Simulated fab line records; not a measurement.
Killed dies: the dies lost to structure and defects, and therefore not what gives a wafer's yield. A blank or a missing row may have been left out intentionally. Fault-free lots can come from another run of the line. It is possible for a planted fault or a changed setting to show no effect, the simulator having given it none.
fab line records	flow n5-finfet
[record] lots = 10	wafers = 29	last-day = 17
route steps=1938 shown BEOL_M0_SAQP@698 PASSIVATION@1908
lots that met no fault: from a run of the same line without faults
start-h: the number of hours between the record's first day and the start of the first shown wafer of the lot	wait-h: hours since the lot's step before	" identical to the entry in the row above	L1.1+2: a single row standing in for several wafers	- no value, or no start was given	* or withheld: withheld	< > ~ a bound
route shown NAME@n: NAME is a module with steps in the file, n the number in the route of the first one	usual: mean and standard deviation over wafers with no fault	same: alike in all rows	chamber/n: place in a boat	sites: readings site by site	_std_site: how widely they spread, as a standard deviation	_edge_site: the outer-site mean with the inner-site mean subtracted	radius-mm: how far each site lies from the wafer's centre	mask NAME#n: copy n	behind: the tool/chamber that last shaped the wafer	hold: cause of the lot's hold/its duration in hours/its outcome	device: whichever transistor did not switch (one of n, p or np)	end of line: tests of these same wafers at the route's end	step lacking rows: just its recipe	killed: dies lost to structure and defects at the first sort, not the wafer's yield	map: shows each die of a wafer: x if killed, . if not, _ if none is there
set.NAME: the run value of the setting; set.NAME@STEP: its run value at that earlier step	model.NAME: the simulator's own value behind a step, which no gauge read
a sample of lots followed through the steps of the route, with each step as a table and each wafer as a row
services: the hour from which a tool's chamber was out of use, counted from the record's first day as start-h (under 0 if before that day), plus the number of hours and why
[[steps]]
[step N5_BEOL_M0_SAQP_ALD_48]
[recipe] material = SiO2	target-thk-a = 200	temp-c = 100	ald-precursor-family = BDEAS	ald-co-reactant = O2-plasma	pulse-time-s = 1	co-reactant-pulse-time-s = 1	purge-time-s = 2	co-reactant-purge-time-s = 2	ald-cycles = 139	pressure-torr = 2
[usual] heater-power-w = 81/7.3	precursor-pulse-height-rel = 1.005/0.022
[same] co-reactant-purge-time-s = 2
lot.wafer	tool	chamber	start-h	wait-h	heater-power-w	precursor-pulse-height-rel
L565.1	ald-sin-03	3	109.91	0.0	82	1.023
L565.5	"	2	"	"	72	0.970
L565.6	"	3	"	"	79	0.981
L566.3	ald-sin-01	0	117.04	0.0	88	1.000
L566.4	"	2	"	"	78	1.023
L566.6	"	1	"	"	83	1.059
L567.3	ald-sin-01	1	127.95	0.0	82	1.002
L567.5	"	2	"	"	78	1.033
L570.2	ald-sin-01	3	143.02	0.0	77	1.010
L570.3	"	1	"	"	84	1.027
L570.6	"	2	"	"	76	0.981
L572.1	ald-sin-03	2	153.71	0.0	71	0.997
L572.3	"	0	"	"	96	0.994
L572.6	"	2	"	"	71	1.001
L574.1	ald-sin-03	0	169.04	0.0	96	0.988
L574.2	"	1	"	"	79	1.018
L574.3	"	3	"	"	81	0.996
L575.2	ald-sin-01	1	183.12	0.0	83	1.004
L575.4	"	2	"	"	78	1.027
L575.5	"	1	"	"	84	1.045
L576.1	ald-sin-01	1	186.57	0.7	81	1.000
L576.3	"	2	"	"	76	1.021
L576.6	"	0	"	"	88	1.013
L577.1	ald-sin-01	3	189.10	0.1	78	1.024
L577.3	"	1	"	"	81	0.992
L577.4	"	2	"	"	76	1.004
L583.1	ald-sin-03	1	220.33	0.0	76	1.021
L583.2	"	0	"	"	97	0.996
L583.5	"	1	"	"	80	0.994
[step N5_PASSIVATION_DESCUM_32]
[recipe] chemistry = O2	time-s = 7.9	source-power-w = 50	bias-power-w = 20	pressure-mtorr = 20	rf-frequency-hz = 2.712e+07	temp-c = 40	o2-flow-sccm = 225
[usual] bias-power-w = 20.00/0.057	drypump-motor-current-A = 5.5/0.42	oes-product-au = 0.81/0.076	rf-fwd-power-W = 49.66/0.18	rf-vpp-V = 243.8/1.5	showerhead-plenum-p-Torr = 2.13/0.079	throttle-valve-pct = 20.44/0.22
lot.wafer	tool	chamber	start-h	wait-h	bias-power-w	drypump-motor-current-A	oes-product-au	rf-fwd-power-W	rf-hours-counter-h	rf-vpp-V	showerhead-plenum-p-Torr	throttle-valve-pct
L565.1	rie-diel-03	2	264.84	0.0	19.88	6.0	0.84	49.69	68	245.2	2.22	20.24
L565.5	"	3	"	"	19.97	5.4	0.76	49.64	-	244.7	2.19	20.43
L565.6	"	0	"	"	19.90	5.5	0.71	49.73	-	240.4	1.97	20.88
L566.3	rie-diel-03	0	273.55	0.0	19.96	5.5	0.71	49.73	215	240.9	1.97	20.89
L566.4	"	0	"	"	19.96	5.5	0.71	49.72	-	241.6	1.97	20.87
L566.6	"	1	"	"	19.89	5.0	0.88	49.54	-	245.8	2.20	20.19
L567.3	rie-diel-01	1	296.70	1.4	20.02	5.0	0.96	49.49	7	242.4	2.15	20.41
L567.5	"	3	"	"	20.03	5.6	0.73	49.62	-	243.3	2.10	20.32
L570.2	rie-diel-01	3	301.74	1.0	19.94	5.6	0.73	49.78	157	243.0	2.10	20.34
L570.3	"	2	"	"	20.11	5.9	0.89	49.61	46	246.0	2.26	20.75
L570.6	"	0	"	"	20.07	5.8	0.85	49.49	-	243.4	2.13	20.52
L572.1	rie-diel-03	2	314.44	0.0	19.86	6.0	0.81	49.51	91	245.8	2.21	20.27
L572.3	"	0	"	"	20.04	5.5	0.69	49.82	235	241.6	1.97	20.92
L572.6	"	0	"	"	20.05	5.5	0.69	49.88	-	240.9	1.97	20.91
L574.1	rie-diel-01	2	315.06	0.0	20.00	5.9	0.87	49.79	52	244.4	2.26	20.77
L574.2	"	3	"	"	20.06	5.6	0.72	49.78	162	243.3	2.10	20.31
L574.3	"	1	"	"	19.96	5.1	0.92	49.66	15	243.9	2.14	20.43
L576.1	rie-diel-05	1	350.48	0.5	19.97	5.6	0.73	49.62	166	242.6	2.03	20.77
L576.3	"	3	"	"	19.93	6.3	0.84	49.91	74	243.8	2.06	20.12
L576.6	"	1	"	"	20.03	5.6	0.74	49.43	-	241.7	2.03	20.76
L575.2	rie-diel-01	3	367.22	0.0	19.94	5.6	0.71	49.55	179	242.2	2.09	20.37
L575.4	"	0	"	"	20.05	5.8	0.82	49.72	79	243.9	2.12	20.55
L575.5	"	0	"	"	19.97	5.8	0.81	49.81	-	244.3	2.12	20.55
L577.1	rie-diel-03	3	370.17	0.0	19.89	5.5	0.73	49.60	157	245.0	2.18	20.50
L577.3	"	2	"	"	20.04	6.0	0.80	49.80	108	244.7	2.20	20.30
L577.4	"	1	"	"	20.04	5.0	0.82	49.54	-	245.7	2.19	20.23
L583.1	rie-diel-03	3	392.74	0.1	20.01	5.4	0.73	49.79	165	245.0	2.18	20.51
L583.2	"	2	"	"	20.08	6.0	0.78	49.60	116	244.9	2.20	20.31
L583.5	"	1	"	"	20.03	5.0	0.81	49.60	-	245.9	2.18	20.24
[step N5_PASSIVATION_PECVD_35]
[recipe] material = SiNx	target-thk-a = 7000	temp-c = 400	precursor = SiH4/NH3/N2	pressure-torr = 4.9	rf-w = 1406	time-s = 151.3
[usual] heater-power-w = 381/110	rf-fwd-power-W = 1402/3.9	showerhead-plenum-p-Torr = 8.68/0.059	throttle-valve-pct = 29.1/1.7
lot.wafer	tool	chamber	start-h	wait-h	heater-power-w	rf-fwd-power-W	showerhead-plenum-p-Torr	throttle-valve-pct
L565.1	pecvd-01	0	266.05	0.1	333	1401	8.62	27.8
L565.5	"	2	"	"	413	1408	8.74	26.0
L565.6	"	0	"	"	361	1402	8.60	27.9
L566.3	pecvd-03	0	274.77	0.1	565	1401	8.65	30.2
L566.4	"	2	"	"	293	1391	8.63	29.4
L566.6	"	1	"	"	342	1394	8.78	29.5
L567.3	pecvd-01	1	298.52	0.1	205	1410	8.75	30.8
L567.5	"	2	"	"	347	1401	8.74	26.1
L570.2	pecvd-02	0	303.11	0.1	426	1407	8.65	30.9
L570.3	"	1	"	"	409	1400	8.62	30.7
L570.6	"	0	"	"	477	1403	8.66	31.0
L572.1	pecvd-03	0	316.20	0.1	704	1402	8.65	30.3
L572.3	"	0	"	"	538	1402	8.66	30.1
L572.6	"	1	"	"	500	1393	8.76	29.5
L574.1	pecvd-02	0	316.29	0.1	450	1401	8.67	31.1
L574.2	"	2	"	"	368	1400	8.67	28.0
L574.3	"	1	"	"	403	1408	8.62	30.9
L576.1	pecvd-03	0	351.69	0.1	714	1406	8.67	29.9
L576.3	"	2	"	"	249	1405	8.65	29.9
L576.6	"	1	"	"	459	1395	8.80	29.6
L575.2	pecvd-01	2	368.43	0.1	348	1402	8.74	26.1
L575.4	"	2	"	"	374	1401	8.73	26.4
L575.5	"	0	"	"	322	1403	8.59	27.7
L577.1	pecvd-01	2	371.39	0.1	300	1403	8.75	26.0
L577.3	"	0	"	"	398	1404	8.60	27.7
L577.4	"	1	"	"	291	1395	8.73	31.3
L583.1	pecvd-02	0	394.11	0.1	494	1405	8.63	30.8
L583.2	"	2	"	"	367	1396	8.67	28.0
L583.5	"	2	"	"	294	1400	8.68	28.1
[step N5_PASSIVATION_DESCUM_46]
[recipe] chemistry = O2	time-s = 7.9	source-power-w = 50	bias-power-w = 20	pressure-mtorr = 20	rf-frequency-hz = 2.712e+07	temp-c = 40	o2-flow-sccm = 225
[usual] bias-power-w = 20.01/0.057	drypump-motor-current-A = 5.5/0.43	oes-product-au = 0.81/0.075	rf-fwd-power-W = 49.40/0.23	rf-vpp-V = 243.8/1.5	showerhead-plenum-p-Torr = 2.14/0.079	throttle-valve-pct = 20.47/0.23
lot.wafer	tool	chamber	start-h	wait-h	bias-power-w	drypump-motor-current-A	oes-product-au	rf-fwd-power-W	rf-hours-counter-h	rf-vpp-V	showerhead-plenum-p-Torr	throttle-valve-pct
L565.1	rie-diel-03	0	266.71	0.0	20.10	5.5	0.72	49.52	213	241.7	1.97	20.87
L565.5	"	2	"	"	19.81	6.0	0.84	49.44	-	245.2	2.22	20.24
L565.6	"	3	"	"	19.91	5.4	0.76	49.37	-	244.9	2.19	20.44
L566.3	rie-diel-03	2	275.29	0.0	20.01	6.0	0.85	49.24	72	245.0	2.22	20.24
L566.4	"	1	"	"	20.11	5.0	0.88	49.05	-	244.8	2.20	20.18
L566.6	"	2	"	"	20.01	6.0	0.84	49.48	-	245.4	2.21	20.24
L567.3	rie-diel-03	1	299.79	0.7	20.01	5.1	0.87	48.98	41	246.8	2.20	20.21
L567.5	"	1	"	"	20.06	5.0	0.87	49.19	-	245.3	2.20	20.20
L570.2	rie-diel-01	0	304.25	0.6	20.03	5.8	0.84	49.39	58	244.4	2.13	20.51
L570.3	"	1	"	"	20.11	5.0	0.94	49.51	10	244.1	2.14	20.41
L570.6	"	1	"	"	20.05	5.0	0.95	49.38	-	243.9	2.14	20.43
L572.1	rie-diel-05	2	316.90	0.0	20.05	5.8	1.00	49.80	3	242.8	2.06	20.46
L572.3	"	0	"	"	20.05	4.7	0.82	49.57	80	242.4	2.12	20.22
L572.6	"	1	"	"	20.06	5.6	0.75	49.27	-	242.2	2.03	20.74
L574.1	rie-diel-01	0	317.09	0.1	20.06	5.8	0.84	49.32	62	242.4	2.13	20.52
L574.2	"	2	"	"	19.98	5.9	0.86	49.50	53	246.4	2.26	20.75
L574.3	"	3	"	"	20.01	5.5	0.73	49.32	163	241.8	2.10	20.33
L576.1	rie-diel-05	2	352.23	0.1	20.07	5.8	0.95	49.64	14	243.7	2.05	20.47
L576.3	"	3	"	"	20.15	6.3	0.84	49.54	74	242.8	2.06	20.12
L576.6	"	1	"	"	19.96	5.6	0.74	49.29	-	242.2	2.03	20.78
L575.2	rie-diel-05	2	368.95	0.0	20.03	5.7	0.95	49.72	19	243.1	2.05	20.48
L575.4	"	1	"	"	19.94	5.6	0.73	49.29	171	242.9	2.03	20.78
L575.5	"	0	"	"	20.05	4.7	0.81	49.65	-	242.6	2.12	20.24
L577.1	rie-diel-03	2	372.03	0.0	19.98	6.0	0.79	49.41	109	244.2	2.20	20.31
L577.3	"	3	"	"	20.01	5.4	0.73	49.42	157	243.4	2.18	20.52
L577.4	"	1	"	"	19.92	5.0	0.82	49.16	-	244.4	2.19	20.23
L583.1	rie-diel-03	0	394.81	0.0	20.08	5.5	0.97	49.45	7	245.1	2.22	20.44
L583.2	"	2	"	"	19.95	6.0	0.78	49.46	117	245.2	2.20	20.30
L583.5	"	1	"	"	20.04	5.0	0.82	48.98	-	245.9	2.18	20.26
[step N5_PASSIVATION_PROBE_49]
[usual] defect-limited-yield = 91.0/1.4	killed_at_M0_to_M3 = 35/10	killed_at_M4_up = 14/5.5	killed-at-contacts = 13/5.6	killed-at-front-end = 41/11	killed-at-other = 4/3.4	killed-dies = 106/16	killed-on-rim = 13/4	killed-open = 68/12	killed-short = 35/7.3	sort_bin_4_leakage = 0.3/2.1	sort_bin_5_function = 5.3/0.89	sort_bin_6_memory = 3.4/0.67	sort-n-pass = 1070/28	sort-yield-pct = 90.7/2.4
[same] gross-dies = 1180	killed-at-back-side = 0	sort_bin_8_speed[%] = 0
lot.wafer	tool	chamber	start-h	wait-h	defect-limited-yield[%]	killed_at_M0_to_M3	killed_at_M4_up	killed-at-contacts	killed-at-front-end	killed-at-other	killed-dies	killed-on-rim	killed-open	killed-short	sort_bin_4_leakage[%]	sort_bin_5_function[%]	sort_bin_6_memory[%]	sort-n-pass	sort-yield-pct[%]
L565.1	prober-02	-	269.75	0.0	91.7	26	22	6	38	6	98	12	57	38	0	4.9	2.8	1082	91.7
L565.5	prober-02	-	269.95	0.2	92.0	23	15	1	44	11	94	8	54	34	0	4.2	3.3	1086	92.0
L565.6	prober-02	-	270.00	0.3	90.3	38	17	11	43	5	114	15	80	28	0	5.6	4.0	1066	90.3
L566.3	prober-01	-	278.83	0.1	90.7	38	11	11	38	12	110	8	71	34	0	5.3	3.3	1070	90.7
L566.4	prober-01	-	278.88	0.2	92.5	26	15	12	35	1	89	8	65	22	0	4.7	2.5	1091	92.5
L566.6	prober-01	-	278.98	0.3	90.3	48	19	5	39	3	114	14	70	31	0	5.3	3.3	1066	90.3
L567.3	prober-01	-	303.50	0.1	90.0	39	10	25	42	2	118	12	82	35	0	6.3	3.4	1062	90.0
L567.5	prober-01	-	303.60	0.2	88.9	31	15	12	67	6	131	19	91	40	0	6.7	4.1	1049	88.9
L570.2	prober-02	-	307.37	0.1	89.9	17	21	11	66	4	119	14	66	45	0	5.9	3.1	1061	89.9
L570.3	prober-02	-	307.42	0.1	92.1	16	12	9	55	1	93	11	68	22	0	5.0	2.8	1087	92.1
L570.6	prober-02	-	307.57	0.3	89.3	26	13	17	63	7	126	24	66	48	0	5.3	4.4	1054	89.3
L572.1	prober-01	-	319.95	0.0	91.9	54	6	5	24	6	95	18	57	29	0	4.7	2.9	1085	91.9
L572.3	prober-01	-	320.05	0.1	90.6	52	12	14	22	11	111	17	77	31	0	4.4	4.7	1069	90.6
L572.6	prober-01	-	320.20	0.3	90.4	40	21	12	28	12	113	12	72	34	0	6.1	3.1	1067	90.4
L574.1	prober-01	-	320.67	0.0	89.3	42	21	6	56	1	126	14	94	30	0	7.0	3.5	1054	89.3
L574.2	prober-01	-	320.72	0.1	91.2	39	23	11	30	1	104	12	76	24	0	5.6	3.1	1076	91.2
L574.3	prober-01	-	320.77	0.1	89.3	26	20	14	64	2	126	18	83	38	0	5.8	4.5	1054	89.3
L576.1	prober-02	-	355.28	0.0	89.2	41	18	13	49	7	128	18	88	36	0	5.3	5.3	1052	89.2
L576.3	prober-02	-	355.38	0.1	89.8	36	19	14	44	7	120	13	80	37	0	6.0	3.5	1060	89.8
L576.6	prober-02	-	355.53	0.3	93.6	34	15	8	18	1	76	5	52	20	5.3	3.0	3.1	1041	88.2
L575.2	prober-02	-	372.05	0.1	89.3	33	24	14	55	0	126	10	88	33	0.3	5.5	4.5	1051	89.1
L575.4	prober-02	-	372.15	0.2	91.1	37	12	18	35	3	105	14	70	30	0	4.8	3.4	1075	91.1
L575.5	prober-02	-	372.20	0.2	90.9	21	21	17	44	4	107	16	77	25	0	5.2	3.6	1073	90.9
L577.1	prober-02	-	376.48	0.0	90.9	43	8	8	47	1	107	18	77	27	0	5.0	3.9	1073	90.9
L577.3	prober-02	-	376.58	0.1	93.9	20	8	19	22	3	72	7	56	14	0	3.6	2.3	1108	93.9
L577.4	prober-02	-	376.63	0.2	84.4	125	8	11	40	0	184	89	62	29	0	4.7	3.1	996	84.4
L583.1	prober-01	-	398.03	0.0	90.8	22	13	6	60	7	108	17	54	52	0	5.8	2.8	1072	90.8
L583.2	prober-01	-	398.08	0.1	91.8	28	18	8	39	4	97	11	65	32	0	4.7	3.1	1083	91.8
L583.5	prober-01	-	398.23	0.2	92.2	24	9	9	44	6	92	13	52	35	0	4.3	3.0	1088	92.2
// killed by level:class
L565.1 STI_FIN_REVEAL:geometric-particle:open=14 BEOL_M4:geometric-particle:open=13 STI_FIN_REVEAL:geometric-particle:short=7 BEOL_M0_SAQP:geometric-particle:short=7 GATE_CUT:geometric-particle:short=6 MOL_CONTACT_COAG:geometric-particle:open=4 BEOL_M0_SAQP:geometric-particle:open=4 BEOL_M1:geometric-particle:open=4
L565.5 STI_FIN_REVEAL:geometric-particle:open=14 BEOL_M0_SAQP:geometric-particle:open=6 FIN_SAQP:geometric-particle:short=5 DUMMY_GATE:geometric-particle:open=5 BEOL_M1:geometric-particle:open=5 BEOL_M3:geometric-particle:open=5 STI_FIN_REVEAL:geometric-particle:short=4 GATE_CUT:geometric-particle:short=4
L565.6 STI_FIN_REVEAL:geometric-particle:open=17 BEOL_M3:geometric-particle:open=12 BEOL_M4:geometric-particle:open=11 MOL_CONTACT_COAG:geometric-particle:open=7 BEOL_M0_SAQP:geometric-particle:open=7 BEOL_M1:geometric-particle:open=6 GATE_CUT:geometric-particle:short=5 BEOL_M0_SAQP:geometric-particle:short=5
L566.3 BEOL_M2:geometric-particle:open=15 MOL_CONTACT_COAG:geometric-particle:open=10 FIN_SAQP:geometric-particle:open=9 BEOL_M3:geometric-particle:open=9 FIN_SAQP:geometric-particle:short=7 MIM_TOP_ETCH:geometric-particle:short=7 GATE_CUT:geometric-particle:short=5 STI_FIN_REVEAL:geometric-particle:open=4
L566.4 MOL_CONTACT_COAG:geometric-particle:open=11 BEOL_M2:geometric-particle:open=9 DUMMY_GATE:geometric-particle:open=6 GATE_CUT:geometric-particle:open=6 GATE_CUT:geometric-particle:short=6 FIN_SAQP:geometric-particle:short=5 STI_FIN_REVEAL:geometric-particle:open=4 BEOL_M0_SAQP:geometric-particle:open=4
L566.6 BEOL_M2:geometric-particle:open=12 BEOL_M1:geometric-particle:open=9 HKMG_FIN:area-etch=8 FIN_SAQP:geometric-particle:short=7 GATE_CUT:geometric-particle:open=7 BEOL_M3:geometric-particle:open=7 BEOL_M5:geometric-particle:open=7 FIN_SAQP:geometric-particle:open=6
L567.3 MOL_CONTACT_COAG:geometric-particle:open=19 BEOL_M2:geometric-particle:open=12 STI_FIN_REVEAL:geometric-particle:open=11 BEOL_M3:geometric-particle:open=8 BEOL_M2:geometric-particle:short=7 FIN_SAQP:geometric-particle:short=6 MOL_CONTACT_COAG:geometric-particle:short=6 FIN_SAQP:geometric-particle:open=5
L567.5 STI_FIN_REVEAL:geometric-particle:open=25 FIN_SAQP:geometric-particle:short=10 BEOL_M2:geometric-particle:open=8 BEOL_M5:geometric-particle:open=8 FIN_SAQP:geometric-particle:open=7 DUMMY_GATE:geometric-particle:open=7 MOL_CONTACT_COAG:geometric-particle:open=7 BEOL_M0_SAQP:geometric-particle:open=7
L570.2 FIN_SAQP:geometric-particle:short=23 FIN_SAQP:geometric-particle:open=16 BEOL_M4:geometric-particle:open=13 MOL_CONTACT_COAG:geometric-particle:open=8 GATE_CUT:geometric-particle:open=6 HKMG_FIN:area-etch=6 STI_FIN_REVEAL:geometric-particle:open=5 BEOL_M2:geometric-particle:open=5
L570.3 FIN_SAQP:geometric-particle:open=24 FIN_SAQP:geometric-particle:short=10 MOL_CONTACT_COAG:geometric-particle:open=8 BEOL_M0_SAQP:geometric-particle:open=5 STARTING-WAFER:geometric-particle:open=5 DUMMY_GATE:geometric-particle:open=4 BEOL_M2:geometric-particle:open=4 STI_FIN_REVEAL:geometric-particle:open=3
L570.6 FIN_SAQP:geometric-particle:short=12 MOL_CONTACT_COAG:geometric-particle:open=12 FIN_SAQP:geometric-particle:open=8 BEOL_M2:geometric-particle:open=8 HKMG_FIN:area-etch=7 STI_FIN_REVEAL:geometric-particle:open=5 GATE_CUT:geometric-particle:short=5 MOL_CONTACT_COAG:geometric-particle:short=5
L572.1 BEOL_M0_SAQP:geometric-particle:short=13 BEOL_M3:geometric-particle:open=8 DUMMY_GATE:geometric-particle:open=7 BEOL_M0_SAQP:geometric-particle:open=7 BEOL_M1:geometric-particle:open=6 BEOL_M2:geometric-particle:open=5 BEOL_M2:area-expose=4 FIN_SAQP:geometric-particle:open=3
L572.3 BEOL_M0_SAQP:geometric-particle:open=15 MOL_CONTACT_COAG:geometric-particle:open=13 BEOL_M0_SAQP:geometric-particle:short=11 BEOL_M2:geometric-particle:open=10 BEOL_M3:geometric-particle:open=7 DUMMY_GATE:geometric-particle:open=5 PAD_METAL:geometric-particle:open=5 STARTING-WAFER:geometric-particle:short=5
L572.6 MOL_CONTACT_COAG:geometric-particle:open=9 BEOL_M2:geometric-particle:open=9 BEOL_M0_SAQP:geometric-particle:open=8 STI_FIN_REVEAL:geometric-particle:open=7 BEOL_M1:geometric-particle:open=7 BEOL_M0_SAQP:geometric-particle:short=6 BEOL_M4:geometric-particle:open=5 PASS1_CAP:geometric-particle:open=4
L574.1 FIN_SAQP:geometric-particle:open=19 BEOL_M4:geometric-particle:open=11 BEOL_M1:geometric-particle:open=10 STI_FIN_REVEAL:geometric-particle:open=9 BEOL_M0_SAQP:geometric-particle:open=8 GATE_CUT:geometric-particle:short=7 BEOL_M0_SAQP:geometric-particle:short=7 FIN_SAQP:geometric-particle:short=6
L574.2 BEOL_M4:geometric-particle:open=13 MOL_CONTACT_COAG:geometric-particle:open=9 BEOL_M1:geometric-particle:open=8 FIN_SAQP:geometric-particle:open=7 BEOL_M3:geometric-particle:open=7 BEOL_M0_SAQP:geometric-particle:short=6 FIN_SAQP:geometric-particle:short=5 GATE_CUT:geometric-particle:open=5
L574.3 FIN_SAQP:geometric-particle:open=18 STI_FIN_REVEAL:geometric-particle:open=12 MOL_CONTACT_COAG:geometric-particle:open=9 BEOL_M4:geometric-particle:open=9 FIN_SAQP:geometric-particle:short=8 DUMMY_GATE:geometric-particle:open=7 BEOL_M1:geometric-particle:open=6 MOL_CONTACT_COAG:geometric-particle:short=5
L576.1 STI_FIN_REVEAL:geometric-particle:open=16 BEOL_M2:geometric-particle:open=10 MOL_CONTACT_COAG:geometric-particle:open=9 FIN_SAQP:geometric-particle:open=8 BEOL_M3:geometric-particle:open=8 BEOL_M4:geometric-particle:open=7 FIN_SAQP:geometric-particle:short=5 BEOL_M0_SAQP:geometric-particle:open=5
L576.3 STI_FIN_REVEAL:geometric-particle:open=12 MOL_CONTACT_COAG:geometric-particle:open=11 BEOL_M4:geometric-particle:open=8 FIN_SAQP:geometric-particle:open=7 FIN_SAQP:geometric-particle:short=7 BEOL_M5:geometric-particle:open=7 BEOL_M3:geometric-particle:open=6 STI_FIN_REVEAL:geometric-particle:short=5
L576.6 BEOL_M1:geometric-particle:open=9 MOL_CONTACT_COAG:geometric-particle:open=7 BEOL_M3:geometric-particle:open=7 BEOL_M0_SAQP:geometric-particle:open=6 BEOL_M8:geometric-particle:open=5 FIN_SAQP:geometric-particle:short=3 DUMMY_GATE:geometric-particle:open=3 BEOL_M0_SAQP:geometric-particle:short=3
L575.2 FIN_SAQP:geometric-particle:open=13 MOL_CONTACT_COAG:geometric-particle:open=13 BEOL_M4:geometric-particle:open=12 BEOL_M2:geometric-particle:open=10 FIN_SAQP:geometric-particle:short=8 BEOL_M0_SAQP:geometric-particle:short=6 STI_FIN_REVEAL:geometric-particle:open=5 STARTING-WAFER:geometric-particle:open=5
L575.4 BEOL_M1:geometric-particle:open=16 MOL_CONTACT_COAG:geometric-particle:open=15 BEOL_M0_SAQP:geometric-particle:short=8 STI_FIN_REVEAL:geometric-particle:open=7 DUMMY_GATE:geometric-particle:open=5 BEOL_M4:geometric-particle:open=5 BEOL_M3:geometric-particle:open=4 HKMG_FIN:area-etch=4
L575.5 MOL_CONTACT_COAG:geometric-particle:open=12 BEOL_M4:geometric-particle:open=11 DUMMY_GATE:geometric-particle:open=10 STI_FIN_REVEAL:geometric-particle:open=9 BEOL_M0_SAQP:geometric-particle:open=5 MOL_CONTACT_COAG:geometric-particle:short=4 BEOL_M0_SAQP:geometric-particle:short=4 BEOL_M2:geometric-particle:open=4
L577.1 STI_FIN_REVEAL:geometric-particle:open=19 BEOL_M3:geometric-particle:open=12 BEOL_M2:geometric-particle:open=11 BEOL_M1:geometric-particle:open=8 MOL_CONTACT_COAG:geometric-particle:open=5 STI_FIN_REVEAL:geometric-particle:short=4 GATE_CUT:geometric-particle:short=4 FIN_SAQP:geometric-particle:short=3
L577.3 MOL_CONTACT_COAG:geometric-particle:open=16 STI_FIN_REVEAL:geometric-particle:open=7 BEOL_M1:geometric-particle:open=5 BEOL_M0_SAQP:geometric-particle:open=4 BEOL_M0:geometric-particle:open=4 BEOL_M3:geometric-particle:open=4 FIN_SAQP:geometric-particle:open=3 BEOL_M0_SAQP:geometric-particle:short=3
L577.4 BEOL_M0_SAQP:area-ald=91 BEOL_M1:geometric-particle:open=15 FIN_SAQP:geometric-particle:open=14 FIN_SAQP:geometric-particle:short=10 MOL_CONTACT_COAG:geometric-particle:open=7 BEOL_M0_SAQP:geometric-particle:short=7 STI_FIN_REVEAL:geometric-particle:open=5 MOL_CONTACT_COAG:geometric-particle:short=4
L583.1 FIN_SAQP:geometric-particle:short=26 FIN_SAQP:geometric-particle:open=13 BEOL_M0_SAQP:geometric-particle:short=6 MOL_CONTACT_COAG:geometric-particle:open=5 BEOL_M3:geometric-particle:open=4 DUMMY_GATE:geometric-particle:open=4 BEOL_M4:geometric-particle:short=4 BEOL_M0_SAQP:geometric-particle:open=4
L583.2 BEOL_M0_SAQP:geometric-particle:open=11 FIN_SAQP:geometric-particle:open=9 BEOL_M4:geometric-particle:short=9 STI_FIN_REVEAL:geometric-particle:open=8 GATE_CUT:geometric-particle:open=8 MOL_CONTACT_COAG:geometric-particle:open=7 BEOL_M0_SAQP:geometric-particle:short=7 BEOL_M3:geometric-particle:open=5
L583.5 GATE_CUT:geometric-particle:short=12 MOL_CONTACT_COAG:geometric-particle:open=9 BEOL_M0_SAQP:geometric-particle:open=7 DUMMY_GATE:geometric-particle:open=7 FIN_SAQP:geometric-particle:open=5 FIN_SAQP:geometric-particle:short=5 BEOL_M0_SAQP:geometric-particle:short=5 BEOL_M2:geometric-particle:open=5
[[services]]
tool	chamber	start-h	hours	kind
ald-sin-03	-	86.14	14.0	pm
rie-diel-01	3	91.95	1.8	repair
rie-diel-03	3	102.94	20.2	repair
rie-diel-03	2	110.03	1.3	repair
rie-diel-03	-	114.49	14.6	pm
rie-diel-01	3	120.80	2.2	repair
rie-diel-01	1	123.00	5.2	repair
ald-sin-03	-	142.68	6.1	pm
rie-diel-03	0	167.94	1.8	repair
ald-sin-01	3	170.45	13.0	repair
ald-sin-01	2	205.75	6.1	repair
ald-sin-03	2	218.60	4.8	repair
ald-sin-01	1	221.23	11.0	repair
rie-diel-01	3	233.35	4.4	repair
ald-sin-03	3	236.10	12.8	repair
rie-diel-03	1	260.43	9.6	repair
rie-diel-03	3	273.20	6.0	repair
ald-sin-01	0	285.58	6.3	repair
rie-diel-03	1	316.51	4.1	repair
ald-sin-01	-	339.75	0.5	repair
rie-diel-03	2	343.20	4.2	repair
ald-sin-01	-	374.38	14.0	pm
ald-sin-01	-	388.38	6.1	pm
ald-sin-01	-	394.49	6.0	pm
[[key]]
[first-sign] step = N5_PASSIVATION_PROBE_49	reading = killed_at_M0_to_M3	direction = up	sigmas = 9	usual = 35	struck = 125
[effect] step = N5_PASSIVATION_PROBE_49	reading = killed-dies	direction = up	sigmas = 4.8	usual = 106	struck = 184
[more-kills-born-at] N5_BEOL_M0_SAQP_ALD_48@ald-sin-01 = 91
met-at N5_BEOL_M0_SAQP_ALD_48
struck-lots L577
struck-wafers L577.4
not-acting-at N5_PASSIVATION_DESCUM_32,N5_PASSIVATION_PECVD_35,N5_PASSIVATION_DESCUM_46
onset-between 186.57 189.10
[fault] kind = site-profile-drift	tool = ald-sin-01	chamber = 2	onset-h = 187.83	steps = N5_BEOL_M0_SAQP_ALD_48	basis = fraction	max-abs-drift = 0.53905	slope-share-per-hr = 119.79	site-pattern = 0,0,0,0,0,-1,-1,-1,-1
